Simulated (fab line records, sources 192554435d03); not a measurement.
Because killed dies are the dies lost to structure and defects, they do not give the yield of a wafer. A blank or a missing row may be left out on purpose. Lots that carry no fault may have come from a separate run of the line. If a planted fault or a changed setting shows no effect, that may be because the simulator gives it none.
Matching of chambers | flow n5Finfet | 4 sister chambers for N5_BEOL_M14_ETCH_67 on rieDiel-01
The step etches SiARC in CF4, target depth 143 nm, time 238.3 s. 20 wafers are shown with their chamber, then 10 later ones without.

== EACH WAFER AND ITS CHAMBER ==
wafer  | chamber | throttleValvePct (%) | showerheadPlenumPTorr (Torr) | oesProductAu (a.u.)
L079.1 | 2       | 15.31                | 2.08                         | 0.75
L079.2 | 0       | 15.53                | 2.11                         | 0.74
L079.3 | 3       | 15.11                | 2.09                         | 0.79
L079.4 | 1       | 15.82                | 2.20                         | 0.60
L079.5 | 0       | 15.53                | 2.11                         | 0.73
L079.6 | 3       | 15.11                | 2.09                         | 0.78
L082.1 | 0       | 15.53                | 2.11                         | 0.73
L082.2 | 2       | 15.33                | 2.08                         | 0.75
L082.6 | 2       | 15.33                | 2.08                         | 0.75
L086.1 | 1       | 15.84                | 2.19                         | 0.60
L086.2 | 2       | 15.34                | 2.08                         | 0.75
L086.5 | 0       | 15.55                | 2.11                         | 0.72
L089.2 | 2       | 15.35                | 2.08                         | 0.73
L089.5 | 0       | 15.56                | 2.10                         | 0.71
L089.6 | 2       | 15.35                | 2.08                         | 0.72
L088.1 | 0       | 15.59                | 2.10                         | 0.72
L088.2 | 3       | 15.14                | 2.08                         | 0.74
L088.3 | 2       | 15.35                | 2.07                         | 0.71
L088.4 | 2       | 15.36                | 2.07                         | 0.72
L088.5 | 0       | 15.58                | 2.10                         | 0.71

SIGNATURES (averages over the wafers above)
reading               | chamber 0 | chamber 1 | chamber 2 | chamber 3 | scatter within a chamber
throttleValvePct      | 15.5529   | 15.8300   | 15.3400   | 15.1200   | 0.0199
showerheadPlenumPTorr | 2.1057    | 2.1950    | 2.0775    | 2.0867    | 0.00523
oesProductAu          | 0.7229    | 0.6000    | 0.7350    | 0.7700    | 0.0161
Rule: for each reading, subtract the chamber's mean from the wafer's reading, divide by that reading's scatter and square the result; add these up over the readings and take the root, which gives the wafer's distance from the chamber. If the next closest chamber is less than 2 further off than the closest, the wafer can't be placed; otherwise it belongs to the closest. How the scatter is found: for the shown wafers, subtract from each reading the mean of its chamber, square and add these, divide the total by (wafers less chambers), then take the root.

== WAFERS WITH NO CHAMBER GIVEN ==
wafer  | throttleValvePct (%) | showerheadPlenumPTorr (Torr) | oesProductAu (a.u.)
L088.6 | 15.13                | 2.08                         | 0.73
L090.2 | 15.16                | 2.08                         | 0.74
L090.5 | 15.16                | 2.08                         | 0.74
L090.6 | 15.38                | 2.07                         | 0.72
L094.1 | 15.39                | 2.07                         | 0.72
L094.3 | 15.61                | 2.10                         | 0.70
L094.5 | 15.16                | 2.08                         | 0.72
L097.1 | 15.40                | 2.07                         | 0.71
L097.2 | 15.36                | 2.18                         | 0.81
L097.6 | 15.40                | 2.07                         | 0.69

== CHAMBER TAKEN BY EACH ==
wafer  | from the rows above | in truth
L088.6 | 3                   | 3
L090.2 | 3                   | 3
L090.5 | 3                   | 3
L090.6 | 2                   | 2
L094.1 | 2                   | 2
L094.3 | 0                   | 0
L094.5 | 3                   | 3
L097.1 | 2                   | 2
L097.2 | 0                   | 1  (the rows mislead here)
L097.6 | 2                   | 2
Correctly placed: 9 of 10. Can't be placed from these rows: 0. Placed wrongly: 1.
